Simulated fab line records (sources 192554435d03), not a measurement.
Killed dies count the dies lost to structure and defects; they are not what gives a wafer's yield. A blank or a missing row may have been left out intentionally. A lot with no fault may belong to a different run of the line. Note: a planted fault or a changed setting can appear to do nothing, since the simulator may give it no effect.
Lot-split experiment / flow n5-finfet / 7 lots, 21 wafers read, on a route of 1938 steps

== THE SPLIT ITSELF ==
At N5_PMOS_HMC_CHANNEL_EPI_HM_DEP_34 (deposits SiO2 from TEOS/O2, target thk 36 nm, time 6.9 s), the setting time-s was moved away from the recipe's 6.9 s on 5 of the 21 wafers read, by -12.8% to -4.8%. The other wafers ran this setting at the recipe's value.

== FROM THE SPLIT TO THE READING: what the file shows between them, 5 steps ==
- N5_PMOS_HMC_CHANNEL_EPI_COAT_31: time 60 s, resist thk 66 nm (also split here: temp-c)
- N5_PMOS_HMC_CHANNEL_EPI_COAT_03: resist thk 205 nm
- N5_PMOS_HMC_CHANNEL_EPI_EBR_05
- N5_PMOS_HMC_CHANNEL_EPI_STRIP_17: strips in SPM, time 750 s
- N5_PMOS_HMC_CHANNEL_EPI_ETCH_38: etches SiO2 in CF4, target depth 1.5 nm

== THE READING ==
SiO2_of_PMOS_HMC_CHANNEL_EPI_HM_DEP_34.thk-nm (the simulator's own value, which no gauge read), in nm, at N5_PMOS_HMC_CHANNEL_EPI_FIN_RECESS_16 (chemistry HBr/Cl2, target Si, target depth 54 nm, time 18 s). The file gives no usual value for it. Here, 16 wafers ran the recipe; their average is 30.16 nm with a standard deviation of 0.53 nm.

wafer=L076.3; tool, chamber at the split=pecvd-02, 1; time-s as run, s=6.566; against the recipe=-4.8%; SiO2_of_PMOS_HMC_CHANNEL_EPI_HM_DEP_34.thk-nm, nm=29.27; against lot-mates on the recipe=-1.53
wafer=L076.4; tool, chamber at the split=pecvd-02, 0; time-s as run, s=6.9; against the recipe=recipe; SiO2_of_PMOS_HMC_CHANNEL_EPI_HM_DEP_34.thk-nm, nm=30.8; against lot-mates on the recipe=-
wafer=L076.6; tool, chamber at the split=pecvd-02, 0; time-s as run, s=6.566; against the recipe=-4.8%; SiO2_of_PMOS_HMC_CHANNEL_EPI_HM_DEP_34.thk-nm, nm=28.96; against lot-mates on the recipe=-1.84
wafer=L090.1; tool, chamber at the split=pecvd-03, 2; time-s as run, s=6.9; against the recipe=recipe; SiO2_of_PMOS_HMC_CHANNEL_EPI_HM_DEP_34.thk-nm, nm=29.96; against lot-mates on the recipe=-
wafer=L090.2; tool, chamber at the split=pecvd-03, 1; time-s as run, s=6.9; against the recipe=recipe; SiO2_of_PMOS_HMC_CHANNEL_EPI_HM_DEP_34.thk-nm, nm=29.69; against lot-mates on the recipe=-
wafer=L090.3; tool, chamber at the split=pecvd-03, 0; time-s as run, s=6.036; against the recipe=-12.5%; SiO2_of_PMOS_HMC_CHANNEL_EPI_HM_DEP_34.thk-nm, nm=25.45; against lot-mates on the recipe=-4.38
wafer=L091.1; tool, chamber at the split=pecvd-03, 2; time-s as run, s=6.018; against the recipe=-12.8%; SiO2_of_PMOS_HMC_CHANNEL_EPI_HM_DEP_34.thk-nm, nm=25.8; against lot-mates on the recipe=-3.82
wafer=L091.3; tool, chamber at the split=pecvd-03, 1; time-s as run, s=6.9; against the recipe=recipe; SiO2_of_PMOS_HMC_CHANNEL_EPI_HM_DEP_34.thk-nm, nm=29.62; against lot-mates on the recipe=-
wafer=L091.6; tool, chamber at the split=pecvd-03, 2; time-s as run, s=6.018; against the recipe=-12.8%; SiO2_of_PMOS_HMC_CHANNEL_EPI_HM_DEP_34.thk-nm, nm=26.09; against lot-mates on the recipe=-3.53
wafer=L092.1; tool, chamber at the split=pecvd-01, 2; time-s as run, s=6.9; against the recipe=recipe; SiO2_of_PMOS_HMC_CHANNEL_EPI_HM_DEP_34.thk-nm, nm=30.73; against lot-mates on the recipe=-
wafer=L092.5; tool, chamber at the split=pecvd-01, 2; time-s as run, s=6.9; against the recipe=recipe; SiO2_of_PMOS_HMC_CHANNEL_EPI_HM_DEP_34.thk-nm, nm=31.03; against lot-mates on the recipe=-
wafer=L092.6; tool, chamber at the split=pecvd-01, 0; time-s as run, s=6.9; against the recipe=recipe; SiO2_of_PMOS_HMC_CHANNEL_EPI_HM_DEP_34.thk-nm, nm=30.81; against lot-mates on the recipe=-
wafer=L094.2; tool, chamber at the split=pecvd-03, 2; time-s as run, s=6.9; against the recipe=recipe; SiO2_of_PMOS_HMC_CHANNEL_EPI_HM_DEP_34.thk-nm, nm=29.67; against lot-mates on the recipe=-
wafer=L094.3; tool, chamber at the split=pecvd-03, 1; time-s as run, s=6.9; against the recipe=recipe; SiO2_of_PMOS_HMC_CHANNEL_EPI_HM_DEP_34.thk-nm, nm=29.57; against lot-mates on the recipe=-
wafer=L094.6; tool, chamber at the split=pecvd-03, 0; time-s as run, s=6.9; against the recipe=recipe; SiO2_of_PMOS_HMC_CHANNEL_EPI_HM_DEP_34.thk-nm, nm=29.48; against lot-mates on the recipe=-
wafer=L095.4; tool, chamber at the split=pecvd-03, 0; time-s as run, s=6.9; against the recipe=recipe; SiO2_of_PMOS_HMC_CHANNEL_EPI_HM_DEP_34.thk-nm, nm=29.89; against lot-mates on the recipe=-
wafer=L095.5; tool, chamber at the split=pecvd-03, 1; time-s as run, s=6.9; against the recipe=recipe; SiO2_of_PMOS_HMC_CHANNEL_EPI_HM_DEP_34.thk-nm, nm=30.67; against lot-mates on the recipe=-
wafer=L095.6; tool, chamber at the split=pecvd-03, 2; time-s as run, s=6.9; against the recipe=recipe; SiO2_of_PMOS_HMC_CHANNEL_EPI_HM_DEP_34.thk-nm, nm=30.64; against lot-mates on the recipe=-
wafer=L096.1; tool, chamber at the split=pecvd-03, 1; time-s as run, s=6.9; against the recipe=recipe; SiO2_of_PMOS_HMC_CHANNEL_EPI_HM_DEP_34.thk-nm, nm=29.86; against lot-mates on the recipe=-
wafer=L096.3; tool, chamber at the split=pecvd-03, 0; time-s as run, s=6.9; against the recipe=recipe; SiO2_of_PMOS_HMC_CHANNEL_EPI_HM_DEP_34.thk-nm, nm=29.66; against lot-mates on the recipe=-
wafer=L096.4; tool, chamber at the split=pecvd-03, 0; time-s as run, s=6.9; against the recipe=recipe; SiO2_of_PMOS_HMC_CHANNEL_EPI_HM_DEP_34.thk-nm, nm=30.47; against lot-mates on the recipe=-

FIT RESULTS
A straight line over all 21 wafers: SiO2_of_PMOS_HMC_CHANNEL_EPI_HM_DEP_34.thk-nm changes by +0.337 nm for each +1% of time-s; r = +0.95; the points scatter about the line by 0.54 nm.
The same after taking each lot's own level away (the mean of its wafers on the recipe; 21 wafers): +0.31 nm for each +1%; r = +0.98; scatter 0.27 nm.
Per that fit: largest time-s move, reading shift of 4 nm.
From 29.573 to 30.857 nm: that is the span of the lots' own levels, equal to 2.4 times the standard deviation above.
The two slopes agree, so the slope changes little with the lot-to-lot level.
Check: for one of the wafers moved furthest among these (-12.8%), held out of the fit, the line's prediction against its lot-mates is -4.04 nm. Against them it came out at -3.82 nm.

== FURTHER SPLITS ON THESE WAFERS ==
Note: prior to the reading, these wafers also went through further splits. Each is held against what the fit with the lots' levels taken away leaves over:
other split on the same wafers=N5_WELL_APT_EXPOSE_05 dose-mj; wafers away from the commonest value=5; r with SiO2_of_PMOS_HMC_CHANNEL_EPI_HM_DEP_34.thk-nm (lot level and that fit taken away)=-0.03
other split on the same wafers=N5_WELL_APT_DEVELOP_07 develop-time-s; wafers away from the commonest value=6; r with SiO2_of_PMOS_HMC_CHANNEL_EPI_HM_DEP_34.thk-nm (lot level and that fit taken away)=+0.40
other split on the same wafers=N5_PMOS_HMC_CHANNEL_EPI_COAT_31 temp-c; wafers away from the commonest value=13; r with SiO2_of_PMOS_HMC_CHANNEL_EPI_HM_DEP_34.thk-nm (lot level and that fit taken away)=+0.09

== THE WHOLE CHAIN: every reading that the file lists as answering this split, in the file's order ==
step=N5_PMOS_HMC_CHANNEL_EPI_HM_DEP_34; what it does=deposits SiO2 from TEOS/O2, target thk 36 nm, time 6.9 s; reading=SiO2_of_PMOS_HMC_CHANNEL_EPI_HM_DEP_34.thk-nm (the simulator's own value, which no gauge read); change (the file's fit)=+0.312 nm for each +1% of the setting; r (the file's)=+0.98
step=N5_PMOS_HMC_CHANNEL_EPI_FIN_RECESS_16; what it does=chemistry HBr/Cl2, target Si, target depth 54 nm, time 18 s; reading=SiO2_of_PMOS_HMC_CHANNEL_EPI_HM_DEP_34.thk-nm (the simulator's own value, which no gauge read); change (the file's fit)=+0.32 nm for each +1% of the setting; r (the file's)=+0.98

== FILE'S OWN FIT ==
SiO2_of_PMOS_HMC_CHANNEL_EPI_HM_DEP_34.thk-nm changes by +0.32 nm for each +1% of time-s, r = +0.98.
